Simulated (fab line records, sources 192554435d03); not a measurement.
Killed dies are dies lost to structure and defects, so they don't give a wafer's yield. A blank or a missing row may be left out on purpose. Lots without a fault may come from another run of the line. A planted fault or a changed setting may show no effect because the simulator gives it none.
fab line records | flow n5_finfet | part 1 of 2: steps 1 to 4 of 6
record lots=22 wafers=66 last_day=18
route steps=1938 shown BEOL_M1@754
lots that met no fault: from a run of the same line without faults
start_h: hours from the record's first day to the start of the lot's first wafer shown | wait_h: hours since the lot's step before | " the same as in the row above | L1.1+2: a row that stands for several wafers | - no value, or no start given | * or withheld: withheld | < > ~ a bound
route shown NAME@n: a module of which the file shows steps, and the number in the route of the first | usual: mean/standard deviation of fault-free wafers | same: alike in all rows | chamber/n: place in a boat | sites: the reading at each site | _std_site: their standard deviation | _edge_site: outer sites' mean less inner sites' | radius_mm: how far each site lies from the wafer's centre | mask NAME#n: copy n | behind: the tool/chamber that last shaped the wafer | hold: why the lot was held/for how many hours/how that ended | device: the transistor (n, p or np) that didn't switch | end of line: the same wafers' tests at the end of the route | a step without rows: its recipe alone | killed: dies lost to structure and defects at the first sort, not the wafer's yield | map: a wafer's dies, x killed, . not, _ none there
set.NAME: the setting as run; set.NAME@STEP: as run at that earlier step | model.NAME: the simulator's own value behind a step, which no gauge read
steps of the route over a sample of lots; a table a step, a row a wafer
services: from which hour (start_h, from the record's first day; less than 0 if before it) a tool's chamber was out of use, for how many hours, and why
## steps
# step N5_BEOL_M1_HM_DEP_02
# recipe material=TiN target_thk_a=200 temp_c=25 chamber_pressure_pa=0.49996
# usual throttle_valve_pct=30.1/0.73
# columns lot.wafer tool chamber start_h wait_h throttle_valve_pct
L075.3 pvd_sputter-03 - 127.80 1.2 30.0
L075.4 " - " " 29.4
L075.6 " - " " 29.8
L076.2 pvd_sputter-01 - 131.44 0.3 28.9
L076.4 " - " " 30.1
L076.5 " - " " 30.3
L078.2 pvd_sputter-02 - 150.16 0.8 29.8
L078.4 " - " " 30.1
L078.6 " - " " 31.0
L079.3 pvd_sputter-03 - 153.48 1.7 29.9
L079.4 " - " " 29.8
L079.5 " - " " 29.5
L080.2 pvd_sputter-01 - 205.18 0.1 29.0
L080.3 " - " " 32.0
L080.4 " - " " 30.1
L081.1 pvd_sputter-02 - 205.27 0.1 30.4
L081.4 " - " " 29.8
L081.5 " - " " 29.9
L082.1 pvd_sputter-03 - 206.31 0.0 29.9
L082.5 " - " " 29.7
L082.6 " - " " 29.9
L083.2 pvd_sputter-02 - 207.37 0.1 31.1
L083.3 " - " " 30.1
L083.4 " - " " 30.1
L084.1 pvd_sputter-02 - 207.93 0.1 29.6
L084.2 " - " " 30.5
L084.4 " - " " 30.9
L085.4 pvd_sputter-02 - 210.00 0.4 29.9
L085.5 " - " " 30.9
L085.6 " - " " 30.2
L086.1 pvd_sputter-02 - 211.06 0.1 30.7
L086.3 " - " " 30.2
L086.4 " - " " 29.9
L087.3 pvd_sputter-02 - 213.54 1.4 29.6
L087.5 " - " " 29.9
L087.6 " - " " 29.7
L088.3 pvd_sputter-01 - 213.58 1.3 30.3
L088.5 " - " " 29.0
L088.6 " - " " 30.4
L089.3 pvd_sputter-01 - 216.58 0.9 30.5
L089.5 " - " " 30.1
L089.6 " - " " 28.8
L090.1 pvd_sputter-01 - 219.37 1.5 31.9
L090.4 " - " " 30.3
L090.6 " - " " 29.0
L091.1 pvd_sputter-02 - 228.70 0.6 29.7
L091.3 " - " " 29.8
L091.5 " - " " 29.5
L092.2 pvd_sputter-01 - 229.12 0.1 28.8
L092.4 " - " " 32.1
L092.5 " - " " 30.3
L093.2 pvd_sputter-03 - 237.60 0.4 29.2
L093.3 " - " " 29.7
L093.4 " - " " 29.6
L094.2 pvd_sputter-03 - 243.23 2.0 29.7
L094.4 " - " " 29.4
L094.5 " - " " 29.8
L095.2 pvd_sputter-01 - 255.13 3.1 30.4
L095.5 " - " " 31.9
L095.6 " - " " 30.2
L096.2 pvd_sputter-01 - 255.69 0.5 31.8
L096.3 " - " " 28.7
L096.5 " - " " 30.1
L097.2 pvd_sputter-02 - 279.02 2.3 30.3
L097.3 " - " " 31.0
L097.5 " - " " 30.3
# step N5_BEOL_M1_ETCH_74
# recipe chemistry=N2/H2 target=underlayer target_depth_a=65 mask_material=CAR-EUV time_s=5.2 ion_energy_ev=200 pressure_mtorr=30 source_w=840 bias_w=150 n2_flow_sccm=200 h2_flow_sccm=200 ends=cleared
# usual drypump_motor_current_A=5.7/0.45 etch_rf_on_time_s=5.15/0.13 oes_product_au=0.68/0.08 rf_vpp_V=525/3 showerhead_plenum_p_Torr=2.58/0.097 throttle_valve_pct=17.99/0.24
# columns lot.wafer tool chamber start_h wait_h drypump_motor_current_A etch_rf_on_time_s oes_product_au rf_hours_counter_h rf_vpp_V showerhead_plenum_p_Torr throttle_valve_pct
L075.3 rie_diel-01 3 128.89 0.0 6.4 5.48 0.58 249 523 2.62 17.94
L075.4 " 3 " " 6.4 5.46 0.58 - 527 2.62 17.93
L075.6 " 2 " " 5.5 5.08 0.63 - 526 2.62 17.99
L076.2 rie_diel-06 1 131.99 0.0 5.2 5.04 0.73 51 526 2.68 17.98
L076.4 " 3 " " 5.1 5.28 0.57 - 524 2.52 18.02
L076.5 " 1 " " 5.2 5.09 0.72 - 527 2.68 18.00
L078.2 rie_diel-06 1 150.71 0.0 5.2 4.90 0.73 57 529 2.67 17.99
L078.4 " 2 " " 6.2 4.83 0.62 202 525 2.63 17.81
L078.6 " 2 " " 6.2 4.86 0.61 - 527 2.63 17.78
L079.3 rie_diel-02 1 154.03 0.0 5.8 5.11 0.63 168 522 2.53 17.75
L079.4 " 3 " " 6.3 5.14 0.67 121 515 2.34 17.98
L079.5 " 3 " " 6.3 5.20 0.65 - 519 2.34 17.94
L080.2 rie_diel-06 1 205.90 0.0 5.2 5.07 0.69 75 527 2.67 18.03
L080.3 " 2 " " 6.2 4.98 0.59 221 526 2.62 17.83
L080.4 " 0 " " 5.5 5.09 0.77 21 522 2.48 17.73
L081.1 rie_diel-02 2 205.93 0.0 5.7 5.09 0.77 43 530 2.71 18.08
L081.4 " 2 " " 5.8 5.08 0.77 - 529 2.71 18.07
L081.5 " 3 " " 6.3 5.19 0.64 - 520 2.33 18.01
L082.1 rie_diel-01 2 207.01 0.0 5.5 5.13 0.61 220 526 2.61 18.07
L082.5 " 1 " " 5.2 5.36 0.58 - 526 2.63 18.14
L082.6 " 0 " " 5.9 5.25 0.59 - 521 2.54 18.59
L083.2 rie_diel-06 2 208.48 0.0 6.2 5.01 0.59 222 526 2.62 17.84
L083.3 " 1 " " 5.2 5.10 0.69 76 528 2.67 18.02
L083.4 " 0 " " 5.5 5.13 0.77 22 524 2.48 17.72
L084.1 rie_diel-02 0 208.68 0.0 5.7 5.11 0.62 189 528 2.67 18.43
L084.2 " 3 " " 6.3 5.13 0.64 141 518 2.33 18.02
L084.4 " 2 " " 5.7 5.04 0.78 - 530 2.71 18.11
L085.4 rie_diel-02 2 210.81 0.0 5.7 5.15 0.76 - 528 2.71 18.09
L085.5 " 3 " " 6.3 5.22 0.64 - 519 2.33 18.02
L085.6 " 0 " " 5.7 5.19 0.62 - 526 2.67 18.43
L086.1 rie_diel-01 1 211.83 0.0 5.2 5.26 0.58 222 526 2.63 18.19
L086.3 " 3 " " 6.4 5.30 0.76 13 525 2.61 17.50
L086.4 " 3 " " 6.4 5.31 0.73 - 526 2.61 17.53
L087.3 rie_diel-02 3 214.25 0.0 6.3 5.22 0.65 143 518 2.33 18.01
L087.5 " 3 " " 6.3 5.18 0.63 - 518 2.33 18.02
L087.6 " 0 " " 5.7 5.13 0.62 - 523 2.67 18.41
L088.3 rie_diel-06 1 214.29 0.0 5.2 5.04 0.70 79 528 2.66 18.04
L088.5 " 2 " " 6.2 4.94 0.59 - 527 2.62 17.84
L088.6 " 3 " " 5.2 4.97 0.81 - 522 2.51 17.78
L089.3 rie_diel-06 3 217.26 0.0 5.1 4.97 0.81 18 523 2.51 17.82
L089.5 " 3 " " 5.1 5.07 0.80 - 523 2.51 17.78
L089.6 " 0 " " 5.5 5.17 0.77 - 523 2.48 17.74
L090.1 rie_diel-06 3 220.04 0.0 5.1 5.03 0.79 20 523 2.51 17.78
L090.4 " 3 " " 5.1 5.03 0.80 - 522 2.51 17.79
L090.6 " 1 " " 5.3 5.07 0.69 - 530 2.66 18.06
L091.1 rie_diel-01 1 229.39 0.0 5.2 5.33 0.59 229 525 2.62 18.18
L091.3 " 3 " " 6.3 5.34 0.74 20 526 2.61 17.52
L091.5 " 3 " " 6.3 5.40 0.73 - 527 2.61 17.55
L092.2 rie_diel-06 1 229.75 0.0 5.2 5.04 0.68 85 528 2.66 18.05
L092.4 " 1 " " 5.2 5.06 0.70 - 529 2.66 18.05
L092.5 " 3 " " 5.1 5.02 0.79 - 522 2.51 17.80
L093.2 rie_diel-01 3 238.16 0.0 6.4 5.36 0.74 24 525 2.60 17.51
L093.3 " 0 " " 5.9 5.26 0.79 4 523 2.54 18.11
L093.4 " 2 " " 5.5 5.10 0.61 231 529 2.60 18.06
L094.2 rie_diel-01 1 243.92 0.0 5.2 5.42 0.57 236 526 2.62 18.19
L094.4 " 0 " " 5.9 5.25 0.77 6 522 2.53 18.14
L094.5 " 0 " " 5.9 5.29 0.77 - 522 2.53 18.14
L095.2 rie_diel-01 2 255.83 0.0 5.5 5.16 0.61 238 523 2.60 18.07
L095.5 " 1 " " 5.2 5.39 0.56 - 526 2.62 18.18
L095.6 " 0 " " 5.9 5.23 0.78 - 524 2.53 18.14
L096.2 rie_diel-01 1 256.42 0.0 5.2 5.33 0.57 241 527 2.62 18.19
L096.3 " 0 " " 5.9 5.15 0.77 11 522 2.53 18.14
L096.5 " 1 " " 5.2 5.29 0.57 - 524 2.62 18.17
L097.2 rie_diel-06 3 279.74 0.0 5.2 5.07 0.76 39 522 2.50 17.81
L097.3 " 1 " " 5.2 5.12 0.67 101 530 2.66 18.07
L097.5 " 0 " " 5.5 5.09 0.75 - 522 2.47 17.77
# step N5_BEOL_M1_CD_MEAS_28
# recipe landing_energy_ev=500 detector=se_inlens target_cd_y_nm=23.3
# usual cd_nm=24.03/0.29
# columns lot.wafer tool chamber start_h wait_h cd_nm
L075.3 cd_sem-01 0 129.61 - 23.99
L075.4 " 0 " " 24.30
L075.6 " 0 " " 23.98
L076.2 cd_sem-03 0 132.83 - 24.28
L076.4 " 0 " " 23.90
L076.5 " 0 " " 24.15
L078.2 cd_sem-02 0 151.54 - 24.29
L078.4 " 0 " " 23.86
L078.6 " 0 " " 23.97
L079.3 cd_sem-01 0 154.99 - 23.96
L079.4 " 0 " " 24.03
L079.5 " 0 " " 23.64
L080.2 cd_sem-03 0 206.74 - 24.04
L080.3 " 0 " " 24.18
L080.4 " 0 " " 24.31
L081.1 cd_sem-01 0 206.92 - 23.79
L081.4 " 0 " " 24.35
L081.5 " 0 " " 23.98
L082.1 cd_sem-03 0 208.14 - 24.11
L082.5 " 0 " " 24.59
L082.6 " 0 " " 24.16
L083.2 cd_sem-03 0 209.38 - 24.36
L083.3 " 0 " " 24.47
L083.4 " 0 " " 24.33
L084.1 cd_sem-02 0 209.53 - 23.53
L084.2 " 0 " " 23.64
L084.4 " 0 " " 23.94
L085.4 cd_sem-03 0 211.53 - 24.38
L085.5 " 0 " " 24.52
L085.6 " 0 " " 24.28
L086.1 cd_sem-01 0 212.67 - 23.95
L086.3 " 0 " " 24.47
L086.4 " 0 " " 24.15
L087.3 cd_sem-01 0 215.20 - 23.96
L087.5 " 0 " " 24.06
L087.6 " 0 " " 24.33
L088.3 cd_sem-03 0 215.26 - 24.33
L088.5 " 0 " " 24.14
L088.6 " 0 " " 24.53
L089.3 cd_sem-03 0 218.07 - 23.97
L089.5 " 0 " " 23.89
L089.6 " 0 " " 23.66
L090.1 cd_sem-02 0 220.77 - 23.50
L090.4 " 0 " " 24.06
L090.6 " 0 " " 23.62
L091.1 cd_sem-01 0 230.33 - 23.81
L091.3 " 0 " " 24.26
L091.5 " 0 " " 24.29
L092.2 cd_sem-01 0 230.80 - 23.58
L092.4 " 0 " " 23.67
L092.5 " 0 " " 23.30
L093.2 cd_sem-02 0 239.05 - 24.17
L093.3 " 0 " " 24.25
L093.4 " 0 " " 24.12
L094.2 cd_sem-02 0 244.63 - 24.11
L094.4 " 0 " " 24.12
L094.5 " 0 " " 23.72
L095.2 cd_sem-01 0 256.67 - 23.91
L095.5 " 0 " " 24.00
L095.6 " 0 " " 23.93
L096.2 cd_sem-01 0 257.15 - 23.60
L096.3 " 0 " " 23.88
L096.5 " 0 " " 23.99
L097.2 cd_sem-01 0 280.59 - 24.46
L097.3 " 0 " " 24.16
L097.5 " 0 " " 24.38
# step N5_BEOL_M1_VIA_ETCH_34
# recipe chemistry=C4F6/O2 target_depth_a=678 mask_material=SOC pressure_mtorr=15 ion_energy_ev=250 taper_deg=4 time_s=64.4 source_w=350 bias_w=170 Ar_flow_sccm=300 C4F6_flow_sccm=10 O2_flow_sccm=10
# usual C4F6_flow_sccm=9.998/0.028 drypump_motor_current_A=5.7/0.43 oes_product_au=0.78/0.096 rf_vpp_V=663/16 showerhead_plenum_p_Torr=2.88/0.1 throttle_valve_pct=30.8/0.37
# columns lot.wafer tool chamber start_h wait_h C4F6_flow_sccm drypump_motor_current_A oes_product_au rf_hours_counter_h rf_vpp_V showerhead_plenum_p_Torr throttle_valve_pct
L075.3 rie_diel-02 3 130.49 0.0 10.004 6.3 0.78 115 670 2.62 30.7
L075.4 " 0 " " 9.991 5.7 0.75 162 692 2.93 30.8
L075.6 " 2 " " 9.987 5.8 0.93 - 660 3.02 31.0
L076.2 rie_diel-01 1 135.14 0.0 9.999 5.2 0.71 193 655 2.97 31.2
L076.4 " 3 " " 10.053 6.3 0.67 251 665 2.88 30.4
L076.5 " 1 " " 10.013 5.2 0.70 - 656 2.97 31.2
L078.2 rie_diel-01 0 158.60 0.0 9.973 5.9 0.70 230 650 2.80 31.2
L078.4 " 1 " " 10.024 5.2 0.69 - 656 2.97 31.2
L078.6 " 2 " " 10.001 5.5 0.74 - 661 2.96 31.0
L079.3 rie_diel-02 2 158.63 0.0 9.989 5.8 0.92 26 660 3.02 31.0
L079.4 " 3 " " 9.962 6.3 0.76 122 670 2.62 30.7
L079.5 " 3 " " 9.965 6.3 0.77 - 670 2.62 30.7
L080.2 rie_diel-02 0 207.40 0.0 10.001 5.7 0.73 188 691 2.92 30.8
L080.3 " 3 " " 10.023 6.3 0.76 140 670 2.61 30.7
L080.4 " 0 " " 10.031 5.7 0.74 - 689 2.92 30.8
L081.1 rie_diel-06 3 207.45 0.0 9.946 5.2 0.95 14 637 2.81 31.0
L081.4 " 0 " " 10.041 5.5 0.90 22 698 2.78 30.8
L081.5 " 0 " " 10.022 5.5 0.91 - 698 2.78 30.8
L082.1 rie_diel-01 0 209.86 0.0 9.973 5.9 0.69 249 650 2.79 31.2
L082.5 " 0 " " 10.021 5.9 0.69 - 652 2.79 31.2
L082.6 " 1 " " 10.000 5.2 0.68 - 655 2.96 31.2
L083.2 rie_diel-01 1 210.36 0.0 9.982 5.2 0.68 221 655 2.96 31.3
L083.3 " 0 " " 10.017 5.9 0.70 250 651 2.79 31.2
L083.4 " 2 " " 9.978 5.5 0.73 222 658 2.95 31.1
L084.1 rie_diel-06 2 210.62 0.0 9.994 6.2 0.69 223 661 2.88 30.2
L084.2 " 0 " " 10.015 5.5 0.90 23 697 2.78 30.8
L084.4 " 3 " " 9.990 5.1 0.94 16 637 2.81 31.0
L086.1 rie_diel-06 2 213.21 0.0 10.005 6.2 0.69 224 660 2.88 30.2
L086.3 " 3 " " 9.981 5.1 0.94 17 636 2.81 31.0
L086.4 " 0 " " 10.003 5.5 0.91 24 697 2.78 30.8
L085.4 rie_diel-02 0 213.22 0.0 10.004 5.7 0.74 - 693 2.92 30.8
L085.5 " 3 " " 10.036 6.3 0.75 - 670 2.61 30.7
L085.6 " 2 " " 10.000 5.7 0.89 - 658 3.01 31.0
L087.3 rie_diel-06 1 216.08 0.0 10.035 5.3 0.81 79 685 2.97 31.0
L087.5 " 0 " " 10.052 5.5 0.91 - 697 2.78 30.8
L087.6 " 3 " " 9.973 5.1 0.94 - 638 2.81 31.0
L088.3 rie_diel-01 3 216.12 0.0 10.026 6.4 0.89 14 667 2.87 30.0
L088.5 " 2 " " 9.970 5.5 0.72 - 660 2.95 31.1
L088.6 " 1 " " 10.005 5.2 0.68 - 654 2.96 31.2
L089.3 rie_diel-06 1 219.24 0.0 9.936 5.3 0.79 80 685 2.97 31.0
L089.5 " 3 " " 9.973 5.1 0.94 - 636 2.81 31.0
L089.6 " 1 " " 9.948 5.3 0.81 - 686 2.97 31.0
L090.1 rie_diel-02 2 222.23 0.0 9.979 5.7 0.88 50 661 3.01 31.0
L090.4 " 0 " " 10.007 5.6 0.73 195 692 2.92 30.8
L090.6 " 3 " " 9.961 6.3 0.75 - 671 2.61 30.7
L091.1 rie_diel-06 1 233.84 0.0 9.977 5.2 0.80 88 685 2.97 31.0
L091.3 " 2 " " 9.998 6.2 0.68 231 661 2.88 30.2
L091.5 " 1 " " 9.981 5.2 0.79 - 686 2.97 31.0
L092.2 rie_diel-01 2 236.88 0.0 9.965 5.5 0.71 231 659 2.94 31.1
L092.4 " 0 " " 10.033 5.9 0.95 3 650 2.79 30.8
L092.5 " 1 " " 9.990 5.2 0.68 - 654 2.95 31.2
L093.2 rie_diel-01 0 242.54 0.0 9.990 5.9 0.93 6 650 2.79 30.8
L093.3 " 2 " " 10.041 5.5 0.71 233 659 2.94 31.1
L093.4 " 3 " " 9.988 6.4 0.87 26 666 2.87 30.0
L094.2 rie_diel-01 1 246.58 0.0 10.001 5.2 0.67 237 655 2.95 31.3
L094.4 " 3 " " 9.989 6.3 0.86 27 666 2.87 30.0
L094.5 " 2 " " 10.012 5.5 0.71 - 659 2.94 31.1
L095.2 rie_diel-01 1 261.69 0.0 9.957 5.2 0.67 243 655 2.95 31.3
L095.5 " 0 " " 10.021 5.9 0.91 - 650 2.78 30.8
L095.6 " 1 " " 9.959 5.2 0.67 - 655 2.95 31.3
L096.2 rie_diel-01 0 268.55 0.0 9.987 5.9 0.90 14 649 2.78 30.8
L096.3 " 3 " " 10.029 6.4 0.85 34 667 2.86 30.0
L096.5 " 3 " " 10.027 6.4 0.85 - 664 2.86 30.0
L097.2 rie_diel-01 3 282.35 0.0 10.046 6.4 0.85 38 667 2.86 30.0
L097.3 " 0 " " 10.012 5.9 0.89 18 650 2.78 30.8
L097.5 " 1 " " 9.955 5.2 0.66 - 654 2.94 31.3
